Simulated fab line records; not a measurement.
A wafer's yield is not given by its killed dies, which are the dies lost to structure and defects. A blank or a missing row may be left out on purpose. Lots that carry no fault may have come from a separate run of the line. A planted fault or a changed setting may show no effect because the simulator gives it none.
fab line records    flow n5Finfet
[record] lots = 7  wafers = 21
route steps=1938 shown BEOL_M6@1204 BEOL_M7@1273
startH: start of the lot's first displayed wafer, in hours after the record's first day    waitH: time in hours since the lot's previous step    " repeats the value in the row above    L1.1+2: a single row standing in for several wafers    - no value present, or no start provided    * or withheld: withheld    < > ~ a bound
route shown NAME@n: NAME is a module with steps in the file, n the number in the route of the first one    usual: average and standard deviation across the fault-free wafers    same: alike in all rows    chamber/n: place in a boat    sites: each site's reading    _std_site: standard deviation across them    _edge_site: inner sites' mean taken away from outer sites' mean    radiusMm: for every site, how far away it sits from the centre of the wafer    mask NAME#n: copy n    behind: the last tool/chamber to shape the wafer    hold: why the lot was held/for how many hours/how that ended    device: the n, p or np transistor that did not switch    end of line: tests of these same wafers at the route's end    for a step that has no rows: nothing shown but its recipe    killed: at the first sort, the dies lost to defects and structure; wafer yield is something else    map: dies across one wafer; x = killed, . = not, _ = none there
set.NAME: the setting as run; set.NAME@STEP: as run at that earlier step    model.NAME: the simulator's own value behind a step, which no gauge read
lots whose settings were changed on purpose; a table a step, a row a wafer
[[steps]]
[step N5_BEOL_M6_EXPOSE_08]
[recipe] maskId = M6  na = 1.35  sourceShape = dipole  sigmaInner = 0.817  sigmaOuter = 0.97  polarization = te  doseMj = 68.25
lot.wafer   tool            chamber  startH  waitH  mask  set.doseMj
L078.1+2+5  arfiScanner-02  0        210.32  -      M6#0  68.25
L081.1+2    arfiScanner-02  0        232.09  -      M6#0  72.69
L081.4      "               0        "       "      M6#0  68.25
L080.2+3    arfiScanner-02  0        232.82  -      M6#0  68.25
L080.4      "               0        "       "      M6#0  72.76
L082.1+2    arfiScanner-03  0        239.25  -      M6#0  68.25
L082.5      "               0        "       "      M6#0  69.83
L087.2+4    arfiScanner-01  0        272.34  -      M6#0  64.31
L087.5      "               0        "       "      M6#0  68.25
L089.2+5    arfiScanner-02  0        285.89  -      M6#0  68.25
L089.3      "               0        "       "      M6#0  72.13
L094.1+2+6  arfiScanner-03  0        318.91  -      M6#0  66.35
[step N5_BEOL_M6_PEB_09]
[recipe] pebTempC = withheld  pebTimeS = 60  resist = CAR-ArF
[step N5_BEOL_M6_DEVELOP_10]
[recipe] developTimeS = 30  developer = TMAH  resist = CAR-ArF  rinseLiquid = diw  dry = airSpin  devTempC = 23
[step N5_BEOL_M6_CD_MEAS_11]
[recipe] targetCdNm = 38.5  landingEnergyEv = 500  detector = seInlens  polarity = opening
[usual] cdNm = 38.3/0.56
lot.wafer  tool      chamber  startH  waitH  set.doseMj@BEOL_M6_EXPOSE_08  cdNm
L078.1     cdSem-03  0        210.45  -      68.25                         39.4
L078.2     "         0        "       "      68.25                         39.3
L078.5     "         0        "       "      68.25                         38.5
L081.1     cdSem-01  0        232.22  -      72.69                         41.3
L081.2     "         0        "       "      72.69                         41.2
L081.4     "         0        "       "      68.25                         37.3
L080.2     cdSem-01  0        232.94  -      68.25                         38.6
L080.3     "         0        "       "      68.25                         38.4
L080.4     "         0        "       "      72.76                         41.6
L082.1     cdSem-02  0        239.38  -      68.25                         38.6
L082.2     "         0        "       "      68.25                         37.9
L082.5     "         0        "       "      69.83                         38.7
L087.2     cdSem-02  0        272.46  -      64.31                         35.1
L087.4     "         0        "       "      64.31                         35.5
L087.5     "         0        "       "      68.25                         38.5
L089.2     cdSem-03  0        286.01  -      68.25                         38.1
L089.3     "         0        "       "      72.13                         41.0
L089.5     "         0        "       "      68.25                         38.4
L094.1     cdSem-03  0        319.04  -      66.35                         37.2
L094.2     "         0        "       "      66.35                         36.9
L094.6     "         0        "       "      66.35                         37.3
[step N5_BEOL_M6_DESCUM_16]
[recipe] chemistry = O2  timeS = 7.9  sourcePowerW = 50  biasPowerW = 20  pressureMtorr = 20  rfFrequencyHz = 2.712e+07  tempC = 40  resist = CAR-ArF  o2FlowSccm = 225
[step N5_BEOL_M6_ETCH_61]
[recipe] chemistry = CF4  target = SiARC  targetDepthA = 455  maskMaterial = CAR-ArF  timeS = 75.8  ionEnergyEv = 80  pressureMtorr = 40  sourceW = 545  biasW = 36  Ar_flow_sccm = 100  cf4FlowSccm = 100  ends = cleared
lot.wafer  tool        chamber  startH  waitH  set.doseMj@BEOL_M6_EXPOSE_08  model.BEOL_M6.cdOffsetNm
L078.1     rieDiel-06  3        210.57  0.0    68.25                         0.6
L078.2+5   "           0,3      "       "      68.25                         0.2
L081.1     rieDiel-06  3        232.35  0.0    72.69                         2.2
L081.2     "           0        "       "      72.69                         2.8
L081.4     "           2        "       "      68.25                         -1.4
L080.2+3   rieDiel-06  3,0      233.07  0.0    68.25                         0
L080.4     "           2        "       "      72.76                         3
L082.1     rieDiel-02  2        239.50  0.0    68.25                         0
L082.2     "           0        "       "      68.25                         -0.4
L082.5     "           2        "       "      69.83                         0.4
L087.2     rieDiel-01  0        272.67  0.0    64.31                         -3.2
L087.4     "           1        "       "      64.31                         -3.4
L087.5     "           3        "       "      68.25                         0
L089.2+5   rieDiel-02  2        286.31  0.0    68.25                         -0.6
L089.3     "           3        "       "      72.13                         2.6
L094.1     rieDiel-02  1        319.17  0.0    66.35                         -1
L094.2     "           0        "       "      66.35                         -1.4
L094.6     "           2        "       "      66.35                         -1.8
[step N5_BEOL_M6_ETCH_62]
[recipe] chemistry = N2/H2  target = SOC  targetDepthA = 1100  overetchA = 220  maskMaterial = SiARC  tempC = 40  timeS = 165  ionEnergyEv = 200  pressureMtorr = 30  sourceW = 840  biasW = 150  n2FlowSccm = 200  h2FlowSccm = 200
[step N5_BEOL_M6_STRIP_68]
[recipe] chemistry = N2/H2  tempC = 40  n2FlowSccm = 200  h2FlowSccm = 200  rfFrequencyHz = 6e+07
[step N5_BEOL_M6_STRIP_67]
[recipe] chemistry = CF4  resist = SiARC  powerW = 300  biasPowerW = 75  pressureMtorr = 50  cf4FlowSccm = 150  rfFrequencyHz = 6e+07
[step N5_BEOL_M6_HM_OPEN_17]
[recipe] chemistry = Cl2/BCl3  targetDepthA = 200  overetchA = 60  target = TiN  maskMaterial = SOC  ionEnergyEv = 150  pressureMtorr = 10  icpW = 1000  biasW = 126  Cl2_flow_sccm = 53.25  bcl3FlowSccm = 21.75  Ar_flow_sccm = 25
lot.wafer  tool         chamber  startH  waitH  set.doseMj@BEOL_M6_EXPOSE_08  model.BEOL_M6.cdOffsetNm
L078.1     rieMetal-02  0        210.81  0.0    68.25                         0.8
L078.2+5   "            1,0      "       "      68.25                         0.2
L081.1     rieMetal-01  1        232.59  0.0    72.69                         2.4
L081.2     "            1        "       "      72.69                         2.8
L081.4     "            1        "       "      68.25                         -1.2
L080.2+3   rieMetal-03  1        233.31  0.0    68.25                         0
L080.4     "            0        "       "      72.76                         2.6
L082.1+2   rieMetal-01  1,0      239.75  0.0    68.25                         -0.4
L082.5     "            0        "       "      69.83                         0.2
L087.2     rieMetal-01  1        272.91  0.0    64.31                         -2.8
L087.4     "            0        "       "      64.31                         -3.6
L087.5     "            0        "       "      68.25                         0
L089.2     rieMetal-01  1        286.55  0.0    68.25                         -0.8
L089.3     "            0        "       "      72.13                         2.4
L089.5     "            0        "       "      68.25                         -0.6
L094.1     rieMetal-02  1        319.41  0.0    66.35                         -1.4
L094.2     "            0        "       "      66.35                         -1.2
L094.6     "            0        "       "      66.35                         -1.8
[step N5_BEOL_M6_STRIP_19]
[recipe] chemistry = O2  powerW = 400  tempC = 40  pressureMtorr = 30  rfFrequencyHz = 6e+07  biasPowerW = 0  overashFraction = 0.2  o2FlowSccm = 225
[step N5_BEOL_M6_CD_MEAS_18]
[recipe] pitchNm = 80  targetCdNm = 40
[usual] cdNm = 39.8/0.58
lot.wafer  tool      chamber  startH  waitH  set.doseMj@BEOL_M6_EXPOSE_08  cdNm
L078.1     cdSem-02  -        210.99  0.0    68.25                         40.9
L078.2     "         -        "       "      68.25                         40.3
L078.5     "         -        "       "      68.25                         40.3
L081.1     cdSem-02  -        232.89  0.0    72.69                         42.9
L081.2     "         -        "       "      72.69                         42.5
L081.4     "         -        "       "      68.25                         38.8
L080.2     cdSem-02  -        233.55  0.1    68.25                         39.9
L080.3     "         -        "       "      68.25                         39.8
L080.4     "         -        "       "      72.76                         43.0
L082.1     cdSem-02  -        239.93  0.0    68.25                         39.5
L082.2     "         -        "       "      68.25                         39.2
L082.5     "         -        "       "      69.83                         40.1
L087.2     cdSem-01  -        273.14  0.1    64.31                         37.1
L087.4     "         -        "       "      64.31                         36.3
L087.5     "         -        "       "      68.25                         40.0
L089.2     cdSem-01  -        286.96  0.1    68.25                         39.6
L089.3     "         -        "       "      72.13                         42.6
L089.5     "         -        "       "      68.25                         39.4
L094.1     cdSem-01  -        319.62  0.0    66.35                         39.0
L094.2     "         -        "       "      66.35                         38.9
L094.6     "         -        "       "      66.35                         38.2
[step N5_BEOL_M6_COAT_63]
[recipe] resist = SOC  tempC = 250  timeS = 60  spinRpm = 1500  resistThkNm = 60
[step N5_BEOL_M6_COAT_64]
[recipe] resist = SiARC  tempC = 220  timeS = 60  spinRpm = 1500  resistThkNm = 12
[step N5_BEOL_M6_PRECLEAN_42]
[recipe] chemistry = residueRemover  timeS = 60  tempC = 40
[step N5_BEOL_M6_SRD_43]
[recipe] timeS = 30  tempC = 23  rinseLiquid = diw  dry = ipaMarangoni
[step N5_BEOL_M6_CD_MEAS_35]
[recipe] targetCdNm = 40  targetCdYNm = 28  polarity = opening
[usual] cdNm = 39.8/0.53
lot.wafer  tool      chamber  startH  waitH  set.doseMj@BEOL_M6_EXPOSE_08  cdNm
L078.1     cdSem-01  -        212.86  0.0    68.25                         40.7
L078.2     "         -        "       "      68.25                         40.3
L078.5     "         -        "       "      68.25                         40.1
L081.1     cdSem-03  -        234.16  0.0    72.69                         42.4
L081.2     "         -        "       "      72.69                         42.9
L081.4     "         -        "       "      68.25                         38.9
L080.2     cdSem-02  -        238.82  0.0    68.25                         40.2
L080.3     "         -        "       "      68.25                         39.9
L080.4     "         -        "       "      72.76                         42.9
L082.1     cdSem-03  -        242.20  0.0    68.25                         39.8
L082.2     "         -        "       "      68.25                         39.4
L082.5     "         -        "       "      69.83                         40.2
L087.2     cdSem-01  -        276.45  0.0    64.31                         37.0
L087.4     "         -        "       "      64.31                         36.5
L087.5     "         -        "       "      68.25                         39.7
L089.2     cdSem-02  -        288.13  0.0    68.25                         39.4
L089.3     "         -        "       "      72.13                         42.8
L089.5     "         -        "       "      68.25                         39.6
L094.1     cdSem-02  -        321.87  0.0    66.35                         38.4
L094.2     "         -        "       "      66.35                         39.0
L094.6     "         -        "       "      66.35                         38.5
[step N5_BEOL_M7_EXPOSE_08]
[recipe] maskId = M7  na = 1.35  sourceShape = dipole  sigmaInner = 0.817  sigmaOuter = 0.97  polarization = te  doseMj = 68.25
lot.wafer   tool            chamber  startH  waitH  mask  set.doseMj
L078.1+2+5  arfiScanner-03  0        217.17  -      M7#0  68.25
L081.1+4    arfiScanner-02  0        242.43  -      M7#0  68.25
L081.2      "               0        "       "      M7#0  63.49
L080.2      arfiScanner-01  0        243.06  -      M7#0  68.25
L080.3+4    "               0        "       "      M7#0  66.66
L082.1+2+5  arfiScanner-03  0        248.37  -      M7#0  68.25
L087.2      arfiScanner-01  0        281.88  -      M7#0  71.03
L087.4+5    "               0        "       "      M7#0  68.25
L089.2+3    arfiScanner-01  0        294.77  -      M7#0  68.25
L089.5      "               0        "       "      M7#0  64.18
L094.1+6    arfiScanner-02  0        326.31  -      M7#0  70.61
L094.2      "               0        "       "      M7#0  68.25
[step N5_BEOL_M7_PEB_09]
[recipe] pebTempC = withheld  pebTimeS = 60  resist = CAR-ArF
[step N5_BEOL_M7_DEVELOP_10]
[recipe] developTimeS = 30  developer = TMAH  resist = CAR-ArF  rinseLiquid = diw  dry = airSpin  devTempC = 23
[step N5_BEOL_M7_CD_MEAS_11]
[recipe] targetCdNm = 38.5  landingEnergyEv = 500  detector = seInlens  polarity = opening
[usual] cdNm = 38.3/0.49
lot.wafer  tool      chamber  startH  waitH  set.doseMj@BEOL_M7_EXPOSE_08  cdNm
L078.1     cdSem-01  0        217.29  -      68.25                         38.8
L078.2     "         0        "       "      68.25                         39.3
L078.5     "         0        "       "      68.25                         38.4
L081.1     cdSem-03  0        242.56  -      68.25                         38.2
L081.2     "         0        "       "      63.49                         34.6
L081.4     "         0        "       "      68.25                         38.8
L080.2     cdSem-02  0        243.18  -      68.25                         38.7
L080.3     "         0        "       "      66.66                         36.6
L080.4     "         0        "       "      66.66                         37.5
L082.1     cdSem-03  0        248.50  -      68.25                         37.8
L082.2     "         0        "       "      68.25                         38.0
L082.5     "         0        "       "      68.25                         38.0
L087.2     cdSem-02  0        282.00  -      71.03                         41.2
L087.4     "         0        "       "      68.25                         39.0
L087.5     "         0        "       "      68.25                         38.8
L089.2     cdSem-01  0        294.90  -      68.25                         38.4
L089.3     "         0        "       "      68.25                         38.1
L089.5     "         0        "       "      64.18                         36.3
L094.1     cdSem-02  0        326.44  -      70.61                         40.7
L094.2     "         0        "       "      68.25                         39.3
L094.6     "         0        "       "      70.61                         40.7
[step N5_BEOL_M7_ETCH_61]
[recipe] chemistry = CF4  target = SiARC  targetDepthA = 455  maskMaterial = CAR-ArF  timeS = 75.8  ionEnergyEv = 80  pressureMtorr = 40  sourceW = 545  biasW = 36  Ar_flow_sccm = 100  cf4FlowSccm = 100  ends = cleared
[usual] etchRfOnTimeS = 76.2/2  rfVppV = 184.1/1.1
lot.wafer  tool        chamber  startH  waitH  set.sourceW  set.doseMj@BEOL_M7_EXPOSE_08  etchRfOnTimeS  rfVppV  model.BEOL_M7.cdOffsetNm
L078.1     rieDiel-03  1        217.42  0.0    545          68.25                         76.3           183.8   0.2
L078.2     "           0        "       "      545          68.25                         77.6           183.0   0.6
L078.5     "           2        "       "      545          68.25                         74.7           184.8   0.2
L081.1     rieDiel-03  2        242.68  0.0    595.9        68.25                         69.4           179.3   -0.2
L081.2     "           0        "       "      595.9        63.49                         70.8           177.9   -4.2
L081.4     "           3        "       "      595.9        68.25                         68.3           178.4   0
L080.2     rieDiel-03  0        243.31  0.0    458.2        68.25                         89.7           194.7   0
L080.3     "           1        "       "      545          66.66                         76.4           184.8   -2
L080.4     "           2        "       "      458.2        66.66                         87.5           195.7   -0.8
L082.1     rieDiel-03  1        248.62  0.0    545          68.25                         76.6           182.6   -1
L082.2     "           0        "       "      545          68.25                         76.7           183.1   -0.8
L082.5     "           0        "       "      545          68.25                         76.8           183.5   -0.6
L087.2     rieDiel-03  0        282.28  0.0    617          71.03                         69.4           175.1   2.6
L087.4     "           3        "       "      617          68.25                         65.4           176.2   0.6
L087.5     "           2        "       "      545          68.25                         74.8           185.1   0
L089.2     rieDiel-05  2        295.12  0.0    485.7        68.25                         86.7           191.2   -0.2
L089.3     "           0        "       "      485.7        68.25                         83.6           191.1   0
L089.5     "           0        "       "      485.7        64.18                         84.6           191.3   -2.2
L094.1     rieDiel-04  1        326.57  0.0    545          70.61                         77.1           183.0   2.4
L094.2     "           2        "       "      621.5        68.25                         66.9           178.3   0.8
L094.6     "           1        "       "      545          70.61                         76.6           183.4   2
[step N5_BEOL_M7_ETCH_62]
[recipe] chemistry = N2/H2  target = SOC  targetDepthA = 1100  overetchA = 220  maskMaterial = SiARC  tempC = 40  timeS = 165  ionEnergyEv = 200  pressureMtorr = 30  sourceW = 840  biasW = 150  n2FlowSccm = 200  h2FlowSccm = 200
lot.wafer  tool        chamber  startH  waitH  set.doseMj@BEOL_M7_EXPOSE_08  model.BEOL_M7.cdOffsetNm
L078.1     rieDiel-03  1        217.47  0.0    68.25                         0.2
L078.2     "           0        "       "      68.25                         0.6
L078.5     "           2        "       "      68.25                         0.4
L081.1     rieDiel-03  2        242.74  0.0    68.25                         -0.2
L081.2     "           0        "       "      63.49                         -4.2
L081.4     "           3        "       "      68.25                         0.2
L080.2     rieDiel-03  0        243.36  0.0    68.25                         0
L080.3     "           1        "       "      66.66                         -1.8
L080.4     "           2        "       "      66.66                         -0.6
L082.1     rieDiel-03  1        248.68  0.0    68.25                         -1
L082.2+5   "           0        "       "      68.25                         -0.8
L087.2     rieDiel-03  0        282.34  0.0    71.03                         2.4
L087.4     "           3        "       "      68.25                         0.8
L087.5     "           2        "       "      68.25                         0
L089.2     rieDiel-05  2        295.18  0.0    68.25                         -0.4
L089.3     "           0        "       "      68.25                         -0.2
L089.5     "           0        "       "      64.18                         -2.2
L094.1     rieDiel-04  1        326.62  0.0    70.61                         2.4
L094.2     "           2        "       "      68.25                         0.6
L094.6     "           1        "       "      70.61                         1.8
[step N5_BEOL_M7_STRIP_68]
[recipe] chemistry = N2/H2  tempC = 40  n2FlowSccm = 200  h2FlowSccm = 200  rfFrequencyHz = 6e+07
[step N5_BEOL_M7_STRIP_67]
[recipe] chemistry = CF4  resist = SiARC  powerW = 300  biasPowerW = 75  pressureMtorr = 50  cf4FlowSccm = 150  rfFrequencyHz = 6e+07
[step N5_BEOL_M7_HM_OPEN_17]
[recipe] chemistry = Cl2/BCl3  targetDepthA = 200  overetchA = 60  target = TiN  maskMaterial = SOC  ionEnergyEv = 150  pressureMtorr = 10  icpW = 1000  biasW = 126  Cl2_flow_sccm = 53.25  bcl3FlowSccm = 21.75  Ar_flow_sccm = 25
[step N5_BEOL_M7_STRIP_19]
[recipe] chemistry = O2  powerW = 400  tempC = 40  pressureMtorr = 30  rfFrequencyHz = 6e+07  biasPowerW = 0  overashFraction = 0.2  o2FlowSccm = 225
[step N5_BEOL_M7_CD_MEAS_18]
[recipe] pitchNm = 80  targetCdNm = 40
[usual] cdNm = 39.7/0.59
lot.wafer  tool      chamber  startH  waitH  set.doseMj@BEOL_M7_EXPOSE_08  cdNm
L078.1     cdSem-03  -        217.84  0.0    68.25                         40.6
L078.2     "         -        "       "      68.25                         40.3
L078.5     "         -        "       "      68.25                         40.2
L081.1     cdSem-03  -        243.14  0.0    68.25                         39.7
L081.2     "         -        "       "      63.49                         36.0
L081.4     "         -        "       "      68.25                         40.4
L080.2     cdSem-01  -        243.73  0.1    68.25                         40.0
L080.3     "         -        "       "      66.66                         37.9
L080.4     "         -        "       "      66.66                         39.0
L082.1     cdSem-01  -        249.05  0.0    68.25                         39.1
L082.2     "         -        "       "      68.25                         39.2
L082.5     "         -        "       "      68.25                         39.3
L087.2     cdSem-01  -        282.83  0.1    71.03                         42.3
L087.4     "         -        "       "      68.25                         41.0
L087.5     "         -        "       "      68.25                         40.0
L089.2     cdSem-01  -        295.64  0.1    68.25                         39.6
L089.3     "         -        "       "      68.25                         39.9
L089.5     "         -        "       "      64.18                         38.1
L094.1     cdSem-02  -        327.08  0.0    70.61                         42.6
L094.2     "         -        "       "      68.25                         40.5
L094.6     "         -        "       "      70.61                         41.5
[step N5_BEOL_M7_DESCUM_33]
[recipe] chemistry = O2  timeS = 7  sourcePowerW = 50  biasPowerW = 20  pressureMtorr = 20  rfFrequencyHz = 2.712e+07  tempC = 40  resist = CAR-EUV  o2FlowSccm = 225
lot.wafer   tool        chamber  startH  waitH  set.timeS  model.CAR-EUV_of_BEOL_M7_COAT_22.thkNm
L078.1+2+5  rieDiel-04  0,1,3    220.05  0.5    7          26
L081.1+4    rieDiel-04  0,2      246.56  0.0    7          26
L081.2      "           1        "       "      7.426      25.8
L080.2      rieDiel-03  1        246.99  0.3    8.389      25.4
L080.3      "           0        "       "      7          26.2
L080.4      "           2        "       "      7          26
L082.1+5    rieDiel-05  1,2      250.65  0.0    7          26
L082.2      "           0        "       "      5.755      26.4
L087.2+5    rieDiel-03  0,3      285.12  0.0    5.698      26.8
L087.4      "           3        "       "      7          26.2
L089.2      rieDiel-04  2        296.28  0.1    7          26.2
L089.3+5    "           1,2      "       "      5.544      26.8
L094.1+2    rieDiel-03  3,1      328.83  0.0    7          26
L094.6      "           3        "       "      8.247      25.6
[step N5_BEOL_M7_ETCH_72]
[recipe] chemistry = N2/H2  target = underlayer  targetDepthA = 65  maskMaterial = CAR-EUV  timeS = 5.2  ionEnergyEv = 200  pressureMtorr = 30  sourceW = 840  biasW = 150  n2FlowSccm = 200  h2FlowSccm = 200  ends = cleared
lot.wafer   tool        chamber  startH  waitH  set.timeS@BEOL_M7_DESCUM_33  model.CAR-EUV_of_BEOL_M7_COAT_22.thkNm
L078.1+2+5  rieDiel-04  0,1,3    220.08  0.0    7                            20.2
L081.1+4    rieDiel-04  0,2      246.59  0.0    7                            20.4
L081.2      "           1        "       "      7.426                        20
L080.2      rieDiel-03  1        247.02  0.0    8.389                        19.8
L080.3+4    "           0,2      "       "      7                            20.4
L082.1+5    rieDiel-05  1,2      250.69  0.0    7                            20.2
L082.2      "           0        "       "      5.755                        20.8
L087.2+5    rieDiel-03  0,3      285.15  0.0    5.698                        21
L087.4      "           3        "       "      7                            20.4
L089.2      rieDiel-04  2        296.31  0.0    7                            20.4
L089.3+5    "           1,2      "       "      5.544                        21.2
L094.1      rieDiel-03  3        328.87  0.0    7                            20.2
L094.2      "           1        "       "      7                            20.4
L094.6      "           3        "       "      8.247                        19.8
[step N5_BEOL_M7_ETCH_65]
[recipe] chemistry = CF4  target = SiARC  targetDepthA = 156  maskMaterial = CAR-EUV  timeS = 26  ionEnergyEv = 80  pressureMtorr = 40  sourceW = 545  biasW = 36  Ar_flow_sccm = 100  cf4FlowSccm = 100  ends = cleared
lot.wafer   tool        chamber  startH  waitH  set.timeS@BEOL_M7_DESCUM_33  model.CAR-EUV_of_BEOL_M7_COAT_22.thkNm
L078.1+2+5  rieDiel-04  0,1,3    220.10  0.0    7                            11
L081.1+4    rieDiel-04  0,2      246.61  0.0    7                            11.2
L081.2      "           1        "       "      7.426                        10.8
L080.2      rieDiel-03  1        247.04  0.0    8.389                        10.6
L080.3+4    "           0,2      "       "      7                            11.2
L082.1+5    rieDiel-05  1,2      250.70  0.0    7                            11
L082.2      "           0        "       "      5.755                        11.6
L087.2+5    rieDiel-03  0,3      285.17  0.0    5.698                        11.8
L087.4      "           3        "       "      7                            11.2
L089.2      rieDiel-04  2        296.33  0.0    7                            11.2
L089.3      "           1        "       "      5.544                        12
L089.5      "           2        "       "      5.544                        11.8
L094.1+2    rieDiel-03  3,1      328.89  0.0    7                            11
L094.6      "           3        "       "      8.247                        10.6
[[key]]
[split] step = N5_BEOL_M6_EXPOSE_08  setting = doseMj  stated = 68.25  by = wafer
[response] step = N5_BEOL_M6_CD_MEAS_11  reading = cdNm  change = +0.518  per = 1%  r = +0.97
[response] step = N5_BEOL_M6_ETCH_61  reading = model.BEOL_M6.cdOffsetNm  change = +0.534  per = 1%  r = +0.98
[response] step = N5_BEOL_M6_HM_OPEN_17  reading = model.BEOL_M6.cdOffsetNm  change = +0.506  per = 1%  r = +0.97
[response] step = N5_BEOL_M6_CD_MEAS_18  reading = cdNm  change = +0.539  per = 1%  r = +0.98
[response] step = N5_BEOL_M6_CD_MEAS_35  reading = cdNm  change = +0.516  per = 1%  r = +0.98
[split] step = N5_BEOL_M7_EXPOSE_08  setting = doseMj  stated = 68.25  by = wafer
[response] step = N5_BEOL_M7_CD_MEAS_11  reading = cdNm  change = +0.48  per = 1%  r = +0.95
[response] step = N5_BEOL_M7_ETCH_61  reading = model.BEOL_M7.cdOffsetNm  change = +0.496  per = 1%  r = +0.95
[response] step = N5_BEOL_M7_ETCH_62  reading = model.BEOL_M7.cdOffsetNm  change = +0.48  per = 1%  r = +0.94
[response] step = N5_BEOL_M7_CD_MEAS_18  reading = cdNm  change = +0.461  per = 1%  r = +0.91
[split] step = N5_BEOL_M7_ETCH_61  setting = sourceW  stated = 545  by = wafer
[response] step = N5_BEOL_M7_ETCH_61  reading = etchRfOnTimeS  change = *  per = 1%  r = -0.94
[response] step = N5_BEOL_M7_ETCH_61  reading = rfVppV  change = -0.573  per = 1%  r = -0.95
[split] step = N5_BEOL_M7_DESCUM_33  setting = timeS  stated = 7  by = wafer
[response] step = N5_BEOL_M7_DESCUM_33  reading = model.CAR-EUV_of_BEOL_M7_COAT_22.thkNm  change = -0.0287  per = 1%  r = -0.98
[response] step = N5_BEOL_M7_ETCH_72  reading = model.CAR-EUV_of_BEOL_M7_COAT_22.thkNm  change = -0.0335  per = 1%  r = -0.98
[response] step = N5_BEOL_M7_ETCH_65  reading = model.CAR-EUV_of_BEOL_M7_COAT_22.thkNm  change = -0.0314  per = 1%  r = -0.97
